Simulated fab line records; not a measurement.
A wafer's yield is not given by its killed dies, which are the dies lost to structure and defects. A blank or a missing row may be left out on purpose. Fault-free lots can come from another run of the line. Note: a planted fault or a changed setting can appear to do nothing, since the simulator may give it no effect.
fab line records	flow nand-harc
record: lots: 13	wafers: 39	last-day: 33
route steps=1302 shown A_ONON_D2@552 A_CHANNEL_HOLE_D2@577 END@1302
lots that met no fault: from a run of the same line without faults
start-h: start of the lot's first displayed wafer, in hours after the record's first day	wait-h: hours elapsed since this lot's preceding step	" as in the row above	L1.1+2: a single row standing in for several wafers	- no value, or no start given	* or withheld: withheld	< > ~ a bound
route shown NAME@n: a module of which the file shows steps, and the number in the route of the first	usual: the fault-free wafers' mean and standard deviation	same: alike in all rows	chamber/n: place in a boat	sites: readings site by site	_std_site: standard deviation of those values	_edge_site: the outer-site mean with the inner-site mean subtracted	radius-mm: how far each site lies from the wafer's centre	mask NAME#n: copy n	behind: the tool/chamber that last shaped the wafer	hold: what put the lot on hold/how long, in hours/how the hold closed	device: which transistor (n, p or np) failed to switch	end of line: tests run on the same wafers once the route is complete	a step without rows: its recipe alone	killed: dies lost to structure and defects at the first sort, not the wafer's yield	map: shows each die of a wafer: x if killed, . if not, _ if none is there
set.NAME: setting as actually run; set.NAME@STEP: the setting as run at that earlier step	model.NAME: the simulator's own value behind a step, which no gauge read
a sample of lots followed through the steps of the route, with each step as a table and each wafer as a row
services: the hour from which a tool's chamber was out of use, counted from the record's first day as start-h (under 0 if before that day), plus the number of hours and why
== steps ==
step: NHARC_A_ONON_D2_THK_MEAS_11
recipe: thk-meas-gauge: ellipsometry
usual: thk-nm: 998/11
lot.wafer	tool	chamber	start-h	wait-h	thk-nm
L437.2	film-metro-02	-	279.08	-	992
L437.5	"	-	"	"	991
L437.6	"	-	"	"	993
L441.1	film-metro-02	-	307.90	-	1000
L441.4	"	-	"	"	998
L441.5	"	-	"	"	996
L443.3	film-metro-01	-	324.41	-	988
L443.5	"	-	"	"	987
L443.6	"	-	"	"	985
L442.2	film-metro-02	-	324.66	-	1000
L442.5	"	-	"	"	1001
L442.6	"	-	"	"	1001
L444.2	film-metro-02	-	342.63	-	1019
L444.3	"	-	"	"	1019
L444.5	"	-	"	"	1019
L446.1	film-metro-01	-	374.59	-	992
L446.5	"	-	"	"	992
L446.6	"	-	"	"	991
L449.1	film-metro-02	-	396.06	-	1000
L449.3	"	-	"	"	1000
L449.4	"	-	"	"	1001
L448.2	film-metro-02	-	396.50	-	1012
L448.4	"	-	"	"	1011
L448.6	"	-	"	"	1011
L450.2	film-metro-02	-	421.60	-	984
L450.4	"	-	"	"	984
L450.6	"	-	"	"	983
L451.1	film-metro-02	-	427.04	-	1009
L451.2	"	-	"	"	1008
L451.5	"	-	"	"	1007
L452.4	film-metro-01	-	427.08	-	1005
L452.5	"	-	"	"	1006
L452.6	"	-	"	"	1005
L456.2	film-metro-02	-	454.88	-	989
L456.3	"	-	"	"	987
L456.6	"	-	"	"	988
L457.4	film-metro-02	-	484.60	-	1017
L457.5	"	-	"	"	1018
L457.6	"	-	"	"	1017
step: NHARC_A_CHANNEL_HOLE_D2_SOFTBAKE_05
recipe: temp-c: 105	time-s: 55
usual: heater-power-total-W: 188.48/0.14	resist-line-temp-C: 22.99/0.1
lot.wafer	tool	chamber	start-h	wait-h	heater-power-total-W	resist-line-temp-C
L437.2	litho-track-04	0	292	-	188.73	23.00
L437.5	"	0	"	"	188.59	23.13
L437.6	"	0	"	"	188.64	23.20
L441.1	litho-track-01	0	324	-	188.71	22.87
L441.4	"	0	"	"	188.37	22.77
L441.5	"	0	"	"	188.43	22.95
L442.2	litho-track-04	0	338	-	188.45	23.06
L442.5	"	0	"	"	188.59	22.88
L442.6	"	0	"	"	188.40	22.99
L443.3	litho-track-01	0	338	-	188.39	22.91
L443.5	"	0	"	"	188.56	23.02
L443.6	"	0	"	"	188.27	22.98
L444.2	litho-track-01	0	356	-	188.50	23.08
L444.3	"	0	"	"	188.45	23.11
L444.5	"	0	"	"	188.75	22.94
L446.1	litho-track-01	0	388	-	188.39	22.87
L446.5	"	0	"	"	188.48	23.16
L446.6	"	0	"	"	188.38	22.93
L448.2	litho-track-01	0	409	-	188.40	23.05
L448.4	"	0	"	"	188.64	23.02
L448.6	"	0	"	"	188.31	23.05
L449.1	litho-track-04	0	410	-	188.49	23.10
L449.3	"	0	"	"	188.63	23.21
L449.4	"	0	"	"	188.42	22.96
L450.2	litho-track-06	0	434	-	188.51	22.89
L450.4	"	0	"	"	188.40	22.90
L450.6	"	0	"	"	188.30	22.94
L451.1	litho-track-04	0	443	-	188.44	22.88
L451.2	"	0	"	"	188.37	23.14
L451.5	"	0	"	"	188.66	22.96
L452.4	litho-track-04	0	444	-	188.69	23.10
L452.5	"	0	"	"	188.31	22.96
L452.6	"	0	"	"	323.78	23.20
L456.2	litho-track-04	0	466	-	188.49	22.91
L456.3	"	0	"	"	323.67	22.79
L456.6	"	0	"	"	323.08	22.92
L457.4	litho-track-06	0	499	-	188.75	22.82
L457.5	"	0	"	"	188.57	23.01
L457.6	"	0	"	"	188.59	22.92
step: NHARC_A_CHANNEL_HOLE_D2_CD_MEAS_10
recipe: target-cd-nm: 100	landing-energy-ev: 500
usual: cd-nm: 100.1/0.46
lot.wafer	tool	chamber	start-h	wait-h	cd-nm
L437.2	cd-sem-03	0	292.65	-	99.7
L437.5	"	0	"	"	99.4
L437.6	"	0	"	"	99.0
L441.1	cd-sem-03	0	324.79	-	100.9
L441.4	"	0	"	"	100.3
L441.5	"	0	"	"	100.3
L442.2	cd-sem-01	0	338.40	-	100.2
L442.5	"	0	"	"	99.6
L442.6	"	0	"	"	100.6
L443.3	cd-sem-03	0	338.73	-	100.8
L443.5	"	0	"	"	99.9
L443.6	"	0	"	"	99.9
L444.2	cd-sem-02	0	357.11	-	100.2
L444.3	"	0	"	"	100.3
L444.5	"	0	"	"	99.9
L446.1	cd-sem-01	0	388.57	-	100.5
L446.5	"	0	"	"	100.4
L446.6	"	0	"	"	99.9
L448.2	cd-sem-03	0	410.21	-	100.1
L448.4	"	0	"	"	99.5
L448.6	"	0	"	"	100.3
L449.1	cd-sem-01	0	410.52	-	99.7
L449.3	"	0	"	"	99.8
L449.4	"	0	"	"	100.0
L450.2	cd-sem-02	0	435.36	-	99.9
L450.4	"	0	"	"	99.7
L450.6	"	0	"	"	100.1
L451.1	cd-sem-01	0	443.34	-	99.3
L451.2	"	0	"	"	100.0
L451.5	"	0	"	"	99.9
L452.4	cd-sem-01	0	444.98	-	99.9
L452.5	"	0	"	"	99.5
L452.6	"	0	"	"	100.4
L456.2	cd-sem-01	0	466.59	-	100.3
L456.3	"	0	"	"	99.9
L456.6	"	0	"	"	100.9
L457.4	cd-sem-01	0	499.98	-	100.8
L457.5	"	0	"	"	101.1
L457.6	"	0	"	"	100.0
step: NHARC_A_CHANNEL_HOLE_D2_ETCH_21
recipe: bias-v: 3000	source-w: withheld	pressure-mtorr: 20	time-s: 514.3	ar-flow-sccm: 375	c4f8-flow-sccm: 89.3	o2-flow-sccm: 35.7	temp-c: -20	target-depth-a: 16000	chemistry: C4F8/O2/Ar
usual: chamber-pressure-mTorr: 20.000/0.019	drypump-motor-current-A: 6.02/0.13	o2-flow-sccm: 35.68/0.11	showerhead-plenum-p-Torr: 3.677/0.03	throttle-valve-pct: 32.154/0.0093
lot.wafer	tool	chamber	start-h	wait-h	chamber-pressure-mTorr	drypump-motor-current-A	o2-flow-sccm	rf-hours-counter-h	showerhead-plenum-p-Torr	throttle-valve-pct
L437.2	har-etch-01	0	295.52	0.3	20.016	6.08	35.76	150	3.699	32.169
L437.5	"	1	"	"	20.034	5.84	35.61	-	3.699	32.148
L437.6	"	0	"	"	19.997	6.08	35.65	-	3.699	32.148
L441.1	har-etch-01	0	331.30	0.3	20.013	6.08	35.69	173	3.687	32.163
L441.4	"	0	"	"	20.021	6.08	35.76	-	3.686	32.153
L441.5	"	0	"	"	19.994	6.09	35.70	-	3.687	32.155
L442.2	har-etch-02	1	340.77	0.6	20.029	6.18	35.44	-	3.722	32.155
L442.5	"	1	"	"	19.970	6.18	35.71	-	3.722	32.144
L442.6	"	1	"	"	20.022	6.18	35.63	-	3.723	32.172
L443.3	har-etch-01	0	343.68	0.3	19.997	6.08	35.66	-	3.680	32.148
L443.6	"	1	"	"	20.018	5.82	35.85	-	3.680	32.155
L443.5	"	0	"	"	20.010	6.09	35.68	-	3.680	32.167
L444.2	har-etch-01	0	361.64	0.3	19.998	6.10	35.55	196	3.674	32.150
L444.3	"	1	"	"	19.991	5.83	35.73	-	3.674	32.158
L444.5	"	0	"	"	20.002	6.08	35.71	-	3.674	32.170
L446.1	har-etch-02	1	396.56	0.3	19.980	6.17	35.72	0	3.710	32.152
L446.5	"	0	"	"	20.043	5.95	35.67	-	3.711	32.152
L446.6	"	1	"	"	19.956	6.18	35.90	-	3.710	32.157
L448.2	har-etch-02	0	412.80	0.3	20.027	6.00	35.52	16	3.701	32.158
L448.4	"	1	"	"	20.013	6.19	35.76	-	3.702	32.158
L448.6	"	1	"	"	20.037	6.20	35.86	-	3.701	32.161
L449.1	har-etch-01	1	415.01	0.3	20.008	5.83	35.58	230	3.656	32.152
L449.4	"	0	"	"	19.964	6.08	35.68	-	3.656	32.148
L449.3	"	1	"	"	20.011	5.84	35.50	-	3.656	32.146
L450.2	har-etch-02	1	437.21	0.3	19.977	6.17	35.66	27	3.695	32.175
L450.4	"	1	"	"	20.008	6.20	35.69	-	3.695	32.136
L450.6	"	1	"	"	20.011	6.19	35.86	-	3.695	32.152
L451.1	har-etch-01	0	445.13	0.3	20.015	6.08	35.78	241	3.650	32.154
L451.2	"	1	"	"	20.005	5.84	35.80	241	3.650	32.168
L451.5	"	1	"	"	19.988	5.85	35.72	-	3.650	32.161
L452.4	har-etch-01	1	449.50	0.3	19.984	5.85	35.79	-	3.648	32.151
L452.6	"	0	"	"	19.976	6.09	35.54	-	3.648	32.151
L452.5	"	1	"	"	20.008	5.88	35.58	-	3.648	32.167
L456.2	har-etch-01	1	471.72	0.3	20.006	5.82	35.77	261	3.639	32.152
L456.3	"	1	"	"	20.020	5.84	35.75	-	3.639	32.163
L456.6	"	0	"	"	19.985	6.09	35.60	-	3.639	32.142
L457.4	har-etch-01	1	501.92	0.3	19.991	5.83	35.65	-	3.629	32.159
L457.6	"	1	"	"	20.004	5.84	35.73	-	3.629	32.155
L457.5	"	0	"	"	20.007	6.10	35.45	-	3.629	32.142
step: NHARC_END_SORT_01
recipe: temp-c: 25
usual: killed-at-array: 51/18	killed-at-other: 1.0/1.2	killed-at-periphery: 3.7/2.9	killed-dies: 55/19	killed-open: 3.5/1.9	killed-short: 2.6/1.6
same: gross-dies: 677
lot.wafer	tool	chamber	start-h	wait-h	killed-at-array	killed-at-other	killed-at-periphery	killed-dies	killed-open	killed-short
L450.2	prober-01	0	717.35	2.8	65	3	5	73	4	4
L450.4	prober-01	0	719.00	3.5	45	2	8	55	2	0
L450.6	prober-01	0	720.64	4.1	62	0	13	75	5	4
killed by level:class
L450.2 A_CHANNEL_HOLE_D1:chamber-film-flake=39 A_CONTACT:chamber-film-flake=6 A_SLIT:chamber-film-flake=5 THIN_TSV:chamber-film-flake=3 A_ONON_D1:geometric-particle:short=2 A_ONON_D2:geometric-particle:open=2 P_GATE:chamber-film-flake=2 A_CHANNEL_FILL_D1:chamber-film-flake=2
L450.4 A_CHANNEL_HOLE_D1:chamber-film-flake=28 P_GATE:chamber-film-flake=6 A_CONTACT:chamber-film-flake=6 A_STAIRCASE:chamber-film-flake=4 A_SLIT:chamber-film-flake=3 THIN_TSV:chamber-film-flake=2 P_M1:geometric-particle:open=1 A_WL_FILL:geometric-particle:open=1
L450.6 A_CHANNEL_HOLE_D1:chamber-film-flake=37 P_GATE:chamber-film-flake=8 A_CONTACT:chamber-film-flake=6 A_CHANNEL_FILL_D1:chamber-film-flake=4 A_SLIT:chamber-film-flake=4 A_CHANNEL_FILL_D1:geometric-particle:short=2 P_ZERO_WELL:chamber-film-flake=2 A_STAIRCASE:chamber-film-flake=2
== services ==
tool	chamber	start-h	hours	kind
har-etch-02	1	302.21	-	consumable-replace:focus-ring
har-etch-02	1	302.21	17.0	scheduled-down
har-etch-02	1	302.21	17.0	vent-cycle
har-etch-02	-	327.22	4.0	repair
litho-track-01	-	330.00	7.0	pm
har-etch-02	0	331.36	-	consumable-replace:focus-ring
har-etch-02	0	331.36	17.0	scheduled-down
har-etch-02	0	331.36	17.0	vent-cycle
litho-track-06	-	354.00	7.0	pm
litho-track-01	-	363.85	-	consumable-replace:filter
litho-track-04	-	378.00	7.0	pm
har-etch-02	-	379.07	17.0	pm
har-etch-02	0	379.07	17.0	vent-cycle
har-etch-02	1	379.07	17.0	vent-cycle
har-etch-02	0	396.07	-	clean
har-etch-02	1	396.07	-	clean
litho-track-04	-	488.81	-	consumable-replace:filter
== key ==
first-sign: step: NHARC_A_CHANNEL_HOLE_D2_SOFTBAKE_05	reading: heater-power-total-W	direction: up	sigmas: 99+	usual: *	struck: *
effect none on later readings
met-at NHARC_A_CHANNEL_HOLE_D2_SOFTBAKE_05
struck-lots L452,L456
struck-wafers L452.6,L456.3,L456.6
tester-left-out L452,L456
not-acting-at NHARC_A_ONON_D2_THK_MEAS_11,NHARC_A_CHANNEL_HOLE_D2_CD_MEAS_10,NHARC_A_CHANNEL_HOLE_D2_ETCH_21
onset-between 443 444
fault: kind: process-parameter-drift	tool: litho-track-04	chamber: -	onset-h: 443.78	steps: NHARC_A_CHANNEL_HOLE_D2_SOFTBAKE_05	channel: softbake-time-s	offset: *	shape: step	end-h: 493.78	scope: struck-wafers-only	acts-in: *	stated: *
tester-left-out: of these lots the tester's yield and bins aren't shown, on N5 and GAA mostly nor the transistor test; their killed dies are dies lost to structure and defects alone, not to doping, threshold or leakage, so they don't give the yield
